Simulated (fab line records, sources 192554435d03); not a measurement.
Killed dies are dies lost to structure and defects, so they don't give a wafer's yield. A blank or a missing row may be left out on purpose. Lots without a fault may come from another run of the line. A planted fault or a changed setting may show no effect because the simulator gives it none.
fab line records | flow n5_finfet | part 1 of 2: steps 1 to 19 of 29
record lots=5 wafers=15 last_day=16
route steps=1938 shown BEOL_M6@1220
lots that met no fault: from a run of the same line without faults
start_h: hours from the record's first day to the start of the lot's first wafer shown | wait_h: hours since the lot's step before | " the same as in the row above | L1.1+2: a row that stands for several wafers | - no value, or no start given | * or withheld: withheld | < > ~ a bound
route shown NAME@n: a module of which the file shows steps, and the number in the route of the first | usual: mean/standard deviation of fault-free wafers | same: alike in all rows | chamber/n: place in a boat | sites: the reading at each site | _std_site: their standard deviation | _edge_site: outer sites' mean less inner sites' | radius_mm: how far each site lies from the wafer's centre | mask NAME#n: copy n | behind: the tool/chamber that last shaped the wafer | hold: why the lot was held/for how many hours/how that ended | device: the transistor (n, p or np) that didn't switch | end of line: the same wafers' tests at the end of the route | a step without rows: its recipe alone | killed: dies lost to structure and defects at the first sort, not the wafer's yield | map: a wafer's dies, x killed, . not, _ none there
set.NAME: the setting as run; set.NAME@STEP: as run at that earlier step | model.NAME: the simulator's own value behind a step, which no gauge read
lots at some steps of the route; a table a step, a row a wafer
services: from which hour (start_h, from the record's first day; less than 0 if before it) a tool's chamber was out of use, for how many hours, and why
## steps
# step N5_BEOL_M6_COAT_71
# recipe resist=underlayer temp_c=205 time_s=60 spin_rpm=1500 resist_thk_nm=5
# usual resist_line_temp_C=23.02/0.1
# columns lot.wafer tool chamber start_h wait_h resist_line_temp_C
L077.2 litho_track-01 0 - - 23.19
L077.3 " 0 " " 22.95
L077.5 " 0 " " 22.99
L084.1 litho_track-03 0 - - 23.16
L084.2 " 0 " " 23.09
L084.4 " 0 " " 22.97
L085.2 litho_track-03 0 - - 23.02
L085.4 " 0 " " 22.97
L085.6 " 0 " " 23.00
L087.2 litho_track-01 0 - - 22.89
L087.5 " 0 " " 22.92
L087.6 " 0 " " 22.84
L094.3 litho_track-01 0 - - 23.15
L094.5 " 0 " " 22.94
L094.6 " 0 " " 23.00
# step N5_BEOL_M6_COAT_22
# recipe resist=CAR-EUV spin_rpm=1500 resist_thk_nm=30
# usual resist_line_temp_C=23.00/0.097
# columns lot.wafer tool chamber start_h wait_h resist_line_temp_C
L077.2 litho_track-01 0 - - 23.09
L077.3 " 0 " " 23.08
L077.5 " 0 " " 23.10
L084.1 litho_track-03 0 - - 23.06
L084.2 " 0 " " 23.07
L084.4 " 0 " " 23.00
L085.2 litho_track-03 0 - - 22.97
L085.4 " 0 " " 22.99
L085.6 " 0 " " 22.88
L087.2 litho_track-01 0 - - 22.98
L087.5 " 0 " " 23.05
L087.6 " 0 " " 23.12
L094.3 litho_track-01 0 - - 22.99
L094.5 " 0 " " 22.90
L094.6 " 0 " " 22.89
# step N5_BEOL_M6_EBR_24
# recipe solvent=PGMEA ebr_width_mm=1.5
# usual resist_line_temp_C=23.01/0.1
# columns lot.wafer tool chamber start_h wait_h resist_line_temp_C
L077.2 litho_track-01 0 - - 23.04
L077.3 " 0 " " 23.02
L077.5 " 0 " " 22.91
L084.1 litho_track-03 0 - - 23.15
L084.2 " 0 " " 23.00
L084.4 " 0 " " 23.03
L085.2 litho_track-03 0 - - 22.81
L085.4 " 0 " " 22.96
L085.6 " 0 " " 22.97
L087.2 litho_track-01 0 - - 23.05
L087.5 " 0 " " 22.96
L087.6 " 0 " " 22.88
L094.3 litho_track-01 0 - - 23.00
L094.5 " 0 " " 22.99
L094.6 " 0 " " 22.96
# step N5_BEOL_M6_SOFTBAKE_23
# recipe temp_c=110 time_s=60 resist=CAR-EUV
# usual resist_line_temp_C=22.99/0.12
# columns lot.wafer tool chamber start_h wait_h resist_line_temp_C
L077.2 litho_track-01 0 - - 23.06
L077.3 " 0 " " 22.89
L077.5 " 0 " " 22.98
L084.1 litho_track-03 0 - - 23.12
L084.2 " 0 " " 22.94
L084.4 " 0 " " 22.98
L085.2 litho_track-03 0 - - 23.06
L085.4 " 0 " " 23.15
L085.6 " 0 " " 22.84
L087.2 litho_track-01 0 - - 22.87
L087.5 " 0 " " 22.99
L087.6 " 0 " " 22.93
L094.3 litho_track-01 0 - - 22.94
L094.5 " 0 " " 22.91
L094.6 " 0 " " 22.97
# step N5_BEOL_M6_EXPOSE_25
# recipe mask_id=V5 na=0.33 source_shape=annular sigma_inner=0.4 sigma_outer=0.8 polarization=unpolarized target_cd_nm=40 dose_mj=45
# usual exposure_dose_mJ_cm2=45.2/0.32
# same sigma_outer=0.8
# columns lot.wafer tool chamber start_h wait_h mask exposure_dose_mJ_cm2
L077.2 euv_scanner-02 0 200.90 - V5#0 44.9
L077.3 " 0 " " V5#0 44.8
L077.5 " 0 " " V5#0 44.9
L084.1 euv_scanner-01 0 243.51 - V5#0 45.0
L084.2 " 0 " " V5#0 45.0
L084.4 " 0 " " V5#0 45.0
L085.2 euv_scanner-01 0 254.13 - V5#0 45.0
L085.4 " 0 " " V5#0 45.1
L085.6 " 0 " " V5#0 45.0
L087.2 euv_scanner-01 0 274.62 - V5#0 44.9
L087.5 " 0 " " V5#0 45.0
L087.6 " 0 " " V5#0 45.0
L094.3 euv_scanner-02 0 303.44 - V5#0 45.7
L094.5 " 0 " " V5#0 45.7
L094.6 " 0 " " V5#0 45.6
# step N5_BEOL_M6_PEB_26
# recipe peb_temp_c=100 peb_time_s=60 resist=CAR-EUV
# usual resist_line_temp_C=22.99/0.094
# columns lot.wafer tool chamber start_h wait_h resist_line_temp_C
L077.2 litho_track-03 0 200.96 0.1 23.09
L077.3 " 0 " " 22.91
L077.5 " 0 " " 22.93
L084.1 litho_track-01 0 243.58 0.1 22.99
L084.2 " 0 " " 22.93
L084.4 " 0 " " 23.03
L085.2 litho_track-01 0 254.19 0.1 22.97
L085.4 " 0 " " 22.97
L085.6 " 0 " " 23.03
L087.2 litho_track-01 0 274.68 0.1 22.80
L087.5 " 0 " " 23.06
L087.6 " 0 " " 23.06
L094.3 litho_track-01 0 303.50 0.0 23.20
L094.5 " 0 " " 22.92
L094.6 " 0 " " 23.00
# step N5_BEOL_M6_DEVELOP_27
# recipe develop_time_s=30 developer=TMAH resist=CAR-EUV rinse_liquid=surfactant_rinse dry=air_spin dev_temp_c=23
# usual resist_line_temp_C=22.98/0.12
# columns lot.wafer tool chamber start_h wait_h resist_line_temp_C
L077.2 litho_track-03 0 - - 23.09
L077.3 " 0 " " 23.02
L077.5 " 0 " " 23.05
L084.1 litho_track-01 0 - - 23.02
L084.2 " 0 " " 22.94
L084.4 " 0 " " 22.98
L085.2 litho_track-01 0 - - 23.03
L085.4 " 0 " " 22.98
L085.6 " 0 " " 23.12
L087.2 litho_track-01 0 - - 23.00
L087.5 " 0 " " 23.16
L087.6 " 0 " " 22.85
L094.3 litho_track-01 0 - - 22.69
L094.5 " 0 " " 22.78
L094.6 " 0 " " 22.67
# step N5_BEOL_M6_CD_MEAS_28
# recipe target_cd_nm=40 landing_energy_ev=500 detector=se_inlens
# usual cd_nm=40.01/0.21
# columns lot.wafer tool chamber start_h wait_h cd_nm
L077.2 cd_sem-03 0 201.03 - 40.11
L077.3 " 0 " " 40.25
L077.5 " 0 " " 40.21
L084.1 cd_sem-03 0 243.65 - 40.29
L084.2 " 0 " " 40.01
L084.4 " 0 " " 40.31
L085.2 cd_sem-03 0 254.26 - 39.87
L085.4 " 0 " " 39.83
L085.6 " 0 " " 39.66
L087.2 cd_sem-01 0 274.75 - 39.92
L087.5 " 0 " " 40.25
L087.6 " 0 " " 40.06
L094.3 cd_sem-03 0 303.56 - 40.10
L094.5 " 0 " " 39.95
L094.6 " 0 " " 40.34
# step N5_BEOL_M6_OVL_MEAS_29
# recipe points_per_wafer=522
# usual V5_OVL=-0.2/0.75
# columns lot.wafer tool chamber start_h wait_h V5_OVL[nm]
L077.2 overlay-01 0 201.06 0.0 -0.7
L077.3 " 0 " " -0.3
L077.5 " 0 " " -1.0
L084.1 overlay-01 0 243.68 0.0 0.4
L084.2 " 0 " " 0.1
L084.4 " 0 " " 0.6
L085.2 overlay-01 0 254.30 0.0 1.0
L085.4 " 0 " " 0.2
L085.6 " 0 " " 0.4
L087.2 overlay-01 0 274.78 0.0 -0.5
L087.5 " 0 " " -1.6
L087.6 " 0 " " -1.1
L094.3 overlay-02 0 303.60 0.0 -0.8
L094.5 " 0 " " -0.1
L094.6 " 0 " " 0.6
# step N5_BEOL_M6_INSPECT_30
# recipe mode=adi inspect_instrument=brightfield
# usual raw_defect_count=427/100
# columns lot.wafer tool chamber start_h wait_h raw_defect_count
L077.2 defect_inspect-01 - 201.12 0.0 521
L077.3 " - " " 411
L077.5 " - " " 400
L084.1 defect_inspect-02 - 243.74 0.1 513
L084.2 " - " " 334
L084.4 " - " " 397
L085.2 defect_inspect-02 - 254.35 0.0 368
L085.4 " - " " 510
L085.6 " - " " 398
L087.2 defect_inspect-02 - 274.84 0.0 418
L087.5 " - " " 474
L087.6 " - " " 426
L094.3 defect_inspect-01 - 303.65 0.0 395
L094.5 " - " " 403
L094.6 " - " " 384
# step N5_BEOL_M6_DESCUM_33
# recipe chemistry=O2 time_s=7 source_power_w=50 bias_power_w=20 pressure_mtorr=20 rf_frequency_hz=2.712e+07 temp_c=40 resist=CAR-EUV o2_flow_sccm=225
# usual drypump_motor_current_A=5.6/0.39 oes_product_au=0.79/0.075 rf_vpp_V=243.4/1.4 showerhead_plenum_p_Torr=2.10/0.064 throttle_valve_pct=20.32/0.18
# columns lot.wafer tool chamber start_h wait_h drypump_motor_current_A oes_product_au rf_hours_counter_h rf_vpp_V showerhead_plenum_p_Torr throttle_valve_pct
L077.2 rie_diel-04 2 201.15 0.0 5.7 0.73 184 243.8 2.17 20.59
L077.3 " 1 " " 5.4 0.90 12 242.7 2.06 20.01
L077.5 " 3 " " 5.0 0.88 - 244.7 2.23 20.22
L084.1 rie_diel-05 0 243.77 0.0 5.6 0.83 72 245.6 2.21 20.32
L084.2 " 3 " " 5.7 0.69 228 243.1 2.08 20.46
L084.4 " 2 " " 5.8 0.69 218 244.9 2.14 19.96
L085.2 rie_diel-04 0 255.03 0.7 5.9 0.74 199 242.5 2.08 20.35
L085.4 " 1 " " 5.4 0.87 33 242.0 2.05 20.04
L085.6 " 2 " " 5.7 0.72 - 242.8 2.16 20.63
L087.2 rie_diel-05 2 274.87 0.0 5.8 0.68 229 245.2 2.14 19.99
L087.5 " 1 " " 5.4 0.91 - 242.0 2.05 20.39
L087.6 " 2 " " 5.8 0.69 - 242.3 2.14 19.97
L094.3 rie_diel-04 0 303.68 0.0 5.9 0.73 215 242.4 2.07 20.39
L094.5 " 1 " " 5.4 0.84 - 241.7 2.04 20.05
L094.6 " 0 " " 5.9 0.74 - 243.7 2.07 20.36
# step N5_BEOL_M6_ETCH_72
# recipe chemistry=N2/H2 target=underlayer target_depth_a=65 mask_material=CAR-EUV time_s=5.2 ion_energy_ev=200 pressure_mtorr=30 source_w=840 bias_w=150 n2_flow_sccm=200 h2_flow_sccm=200 ends=cleared
# usual drypump_motor_current_A=5.6/0.39 etch_rf_on_time_s=5.20/0.086 oes_product_au=0.68/0.065 rf_vpp_V=524.1/2.6 showerhead_plenum_p_Torr=2.56/0.083 throttle_valve_pct=17.78/0.19
# columns lot.wafer tool chamber start_h wait_h drypump_motor_current_A etch_rf_on_time_s oes_product_au rf_hours_counter_h rf_vpp_V showerhead_plenum_p_Torr throttle_valve_pct
L077.2 rie_diel-04 2 201.18 0.0 5.7 5.12 0.63 184 527.3 2.63 18.13
L077.3 " 1 " " 5.4 5.27 0.78 12 523.3 2.51 17.53
L077.5 " 3 " " 5.0 5.17 0.76 - 527.7 2.70 17.65
L084.1 rie_diel-05 0 243.81 0.0 5.6 5.21 0.71 72 527.2 2.70 17.86
L084.2 " 3 " " 5.7 5.26 0.58 228 523.8 2.49 17.62
L084.4 " 2 " " 5.8 5.18 0.60 218 525.0 2.61 17.43
L085.2 rie_diel-04 0 255.07 0.0 5.9 5.34 0.62 199 521.2 2.53 17.80
L085.4 " 1 " " 5.4 5.25 0.75 33 524.2 2.51 17.60
L085.6 " 2 " " 5.7 5.11 0.62 - 525.6 2.62 18.18
L087.2 rie_diel-05 2 274.91 0.0 5.8 5.23 0.58 229 524.8 2.61 17.45
L087.5 " 1 " " 5.4 5.08 0.76 - 522.2 2.50 17.83
L087.6 " 2 " " 5.8 5.22 0.58 - 527.2 2.61 17.47
L094.3 rie_diel-04 0 303.72 0.0 5.9 5.28 0.61 215 520.2 2.52 17.80
L094.5 " 1 " " 5.4 5.23 0.72 - 524.5 2.50 17.60
L094.6 " 0 " " 5.9 5.34 0.61 - 523.3 2.52 17.81
# step N5_BEOL_M6_ETCH_65
# recipe chemistry=CF4 target=SiARC target_depth_a=156 mask_material=CAR-EUV time_s=26 ion_energy_ev=80 pressure_mtorr=40 source_w=545 bias_w=36 Ar_flow_sccm=100 cf4_flow_sccm=100 ends=cleared
# usual drypump_motor_current_A=5.6/0.39 etch_rf_on_time_s=26.0/0.48 oes_product_au=0.68/0.065 rf_vpp_V=184.1/1.2 showerhead_plenum_p_Torr=2.15/0.066 throttle_valve_pct=15.51/0.2
# columns lot.wafer tool chamber start_h wait_h drypump_motor_current_A etch_rf_on_time_s oes_product_au rf_hours_counter_h rf_vpp_V showerhead_plenum_p_Torr throttle_valve_pct
L077.2 rie_diel-04 2 201.20 0.0 5.7 24.8 0.64 184 187.0 2.22 15.80
L077.3 " 1 " " 5.4 25.9 0.78 12 183.7 2.09 15.03
L077.5 " 3 " " 4.9 25.5 0.77 - 183.8 2.26 15.27
L084.1 rie_diel-05 0 243.82 0.0 5.6 26.3 0.70 72 185.4 2.25 15.53
L084.2 " 3 " " 5.7 26.5 0.58 228 183.2 2.12 15.62
L084.4 " 2 " " 5.8 26.2 0.59 218 186.2 2.20 15.37
L085.2 rie_diel-04 0 255.09 0.0 5.9 26.3 0.62 199 182.9 2.12 15.57
L085.4 " 1 " " 5.4 26.1 0.74 33 184.2 2.08 15.05
L085.6 " 2 " " 5.7 25.3 0.62 - 184.4 2.22 15.85
L087.2 rie_diel-05 2 274.92 0.0 5.8 25.7 0.58 229 184.6 2.20 15.39
L087.5 " 1 " " 5.4 24.8 0.78 - 182.8 2.10 15.50
L087.6 " 2 " " 5.8 25.9 0.59 - 183.7 2.20 15.39
L094.3 rie_diel-04 0 303.73 0.0 5.9 26.4 0.61 215 184.1 2.12 15.61
L094.5 " 1 " " 5.4 26.1 0.73 - 183.5 2.08 15.10
L094.6 " 0 " " 5.9 26.5 0.61 - 183.7 2.12 15.61
# step N5_BEOL_M6_ETCH_66
# recipe chemistry=N2/H2 target=SOC target_depth_a=800 overetch_a=160 mask_material=SiARC temp_c=40 time_s=120 ion_energy_ev=200 pressure_mtorr=30 source_w=840 bias_w=150 n2_flow_sccm=200 h2_flow_sccm=200
# usual drypump_motor_current_A=5.6/0.39 oes_product_au=0.61/0.056 rf_vpp_V=524.3/2.5 showerhead_plenum_p_Torr=2.56/0.083 throttle_valve_pct=17.74/0.19
# columns lot.wafer tool chamber start_h wait_h drypump_motor_current_A oes_product_au rf_hours_counter_h rf_vpp_V showerhead_plenum_p_Torr throttle_valve_pct
L077.2 rie_diel-04 2 201.23 0.0 5.7 0.56 184 525.0 2.63 18.09
L077.3 " 1 " " 5.4 0.70 12 521.5 2.51 17.50
L077.5 " 3 " " 5.0 0.68 - 529.4 2.70 17.61
L084.1 rie_diel-05 0 243.85 0.0 5.6 0.64 72 527.6 2.70 17.82
L084.2 " 3 " " 5.7 0.53 229 522.6 2.49 17.60
L084.4 " 2 " " 5.8 0.53 218 526.5 2.61 17.37
L085.2 rie_diel-04 0 255.11 0.0 5.9 0.56 199 523.1 2.53 17.78
L085.4 " 1 " " 5.4 0.66 33 522.1 2.51 17.55
L085.6 " 2 " " 5.7 0.55 - 524.8 2.62 18.12
L087.2 rie_diel-05 2 274.95 0.0 5.8 0.52 229 525.4 2.61 17.41
L087.5 " 1 " " 5.4 0.69 - 523.3 2.50 17.79
L087.6 " 2 " " 5.8 0.52 - 526.4 2.61 17.40
L094.3 rie_diel-04 0 303.76 0.0 5.9 0.56 215 522.5 2.52 17.79
L094.5 " 1 " " 5.4 0.65 - 522.3 2.50 17.56
L094.6 " 0 " " 5.9 0.56 - 521.2 2.52 17.79
# step N5_BEOL_M6_STRIP_69
# recipe chemistry=N2/H2 temp_c=40 n2_flow_sccm=200 h2_flow_sccm=200 rf_frequency_hz=6e+07
# columns lot.wafer tool chamber start_h wait_h
L077.2+3+5 rie_diel-04 2,1,3 201.31 0.0
L084.1+2+4 rie_diel-05 0,3,2 243.93 0.0
L085.2+4+6 rie_diel-04 0,1,2 255.19 0.0
L087.2+5+6 rie_diel-05 2,1,2 275.03 0.0
L094.3+5+6 rie_diel-04 0,1,0 303.84 0.0
# step N5_BEOL_M6_STRIP_73
# recipe chemistry=N2/H2 temp_c=40 n2_flow_sccm=200 h2_flow_sccm=200 rf_frequency_hz=6e+07
# columns lot.wafer tool chamber start_h wait_h
L077.2+3+5 rie_diel-04 2,1,3 201.32 0.0
L084.1+2+4 rie_diel-05 0,3,2 243.94 0.0
L085.2+4+6 rie_diel-04 0,1,2 255.20 0.0
L087.2+5+6 rie_diel-05 2,1,2 275.04 0.0
L094.3+5+6 rie_diel-04 0,1,0 303.85 0.0
# step N5_BEOL_M6_VIA_ETCH_34
# recipe chemistry=C4F6/O2 target=SiCOH_lowk target_depth_a=1263 mask_material=SOC taper_deg=4 time_s=50.9 ion_energy_ev=250 pressure_mtorr=30 source_w=345 bias_w=185 Ar_flow_sccm=300 C4F6_flow_sccm=10 O2_flow_sccm=10
# usual drypump_motor_current_A=5.6/0.39 oes_product_au=0.79/0.076 rf_vpp_V=662/12 showerhead_plenum_p_Torr=2.86/0.088 throttle_valve_pct=20.78/0.21
# columns lot.wafer tool chamber start_h wait_h drypump_motor_current_A oes_product_au rf_hours_counter_h rf_vpp_V showerhead_plenum_p_Torr throttle_valve_pct
L077.2 rie_diel-04 2 201.33 0.0 5.7 0.73 184 645 2.96 21.13
L077.3 " 1 " " 5.4 0.92 12 655 2.78 20.35
L077.5 " 3 " " 5.0 0.89 - 667 3.02 20.71
L084.1 rie_diel-05 0 243.95 0.0 5.6 0.83 72 668 2.96 20.62
L084.2 " 3 " " 5.7 0.69 229 687 2.81 20.79
L084.4 " 2 " " 5.8 0.69 218 655 2.93 20.54
L085.2 rie_diel-04 0 255.21 0.0 5.9 0.73 199 665 2.82 20.74
L085.4 " 1 " " 5.4 0.87 33 652 2.78 20.40
L085.6 " 2 " " 5.7 0.72 - 646 2.95 21.18
L087.2 rie_diel-05 2 275.05 0.0 5.8 0.68 229 657 2.92 20.53
L087.5 " 1 " " 5.4 0.90 - 666 2.78 20.78
L087.6 " 2 " " 5.8 0.68 - 655 2.92 20.52
L094.3 rie_diel-04 0 303.86 0.0 5.9 0.71 215 663 2.81 20.78
L094.5 " 1 " " 5.4 0.84 - 654 2.77 20.42
L094.6 " 0 " " 5.9 0.71 - 665 2.81 20.77
# step N5_BEOL_M6_STRIP_76
# recipe chemistry=C4F6/O2 resist=SiARC rf_frequency_hz=6e+07
# columns lot.wafer tool chamber start_h wait_h
L077.2+3+5 rie_diel-04 2,1,3 201.37 0.0
L084.1+2+4 rie_diel-05 0,3,2 243.99 0.0
L085.2+4+6 rie_diel-04 0,1,2 255.26 0.0
L087.2+5+6 rie_diel-05 2,1,2 275.09 0.0
L094.3+5+6 rie_diel-04 0,1,0 303.91 0.0
# step N5_BEOL_M6_STRIP_36
# recipe chemistry=N2/H2 power_w=450 temp_c=40 pressure_mtorr=20 rf_frequency_hz=6e+07 overash_fraction=0.3 bias_power_w=7 h2_frac=0.5 n2_flow_sccm=200 h2_flow_sccm=200
# usual drypump_motor_current_A=5.6/0.39 oes_product_au=0.80/0.074 rf_vpp_V=59.3/1.2 showerhead_plenum_p_Torr=2.55/0.083 throttle_valve_pct=23.59/0.27
# columns lot.wafer tool chamber start_h wait_h drypump_motor_current_A oes_product_au rf_hours_counter_h rf_vpp_V showerhead_plenum_p_Torr throttle_valve_pct
L077.2 rie_diel-04 2 201.38 0.0 5.7 0.74 184 58.5 2.63 24.08
L077.3 " 1 " " 5.4 0.90 12 58.4 2.51 23.51
L077.5 " 3 " " 5.0 0.89 - 59.0 2.69 23.56
L084.1 rie_diel-05 0 244.00 0.0 5.6 0.84 72 58.9 2.69 23.68
L084.2 " 3 " " 5.7 0.70 229 60.3 2.49 23.24
L084.4 " 2 " " 5.8 0.69 218 58.0 2.61 22.97
L085.2 rie_diel-04 0 255.27 0.0 5.9 0.74 200 58.9 2.53 23.47
L085.4 " 1 " " 5.4 0.86 33 59.2 2.50 23.54
L085.6 " 2 " " 5.7 0.72 - 57.3 2.62 24.09
L087.2 rie_diel-05 2 275.10 0.0 5.8 0.67 229 57.3 2.60 23.00
L087.5 " 1 " " 5.4 0.91 - 61.4 2.49 23.77
L087.6 " 2 " " 5.8 0.68 - 57.4 2.60 22.97
L094.3 rie_diel-04 0 303.92 0.0 5.9 0.73 215 61.2 2.52 23.49
L094.5 " 1 " " 5.4 0.84 - 58.0 2.50 23.57
L094.6 " 0 " " 5.9 0.72 - 58.8 2.52 23.48
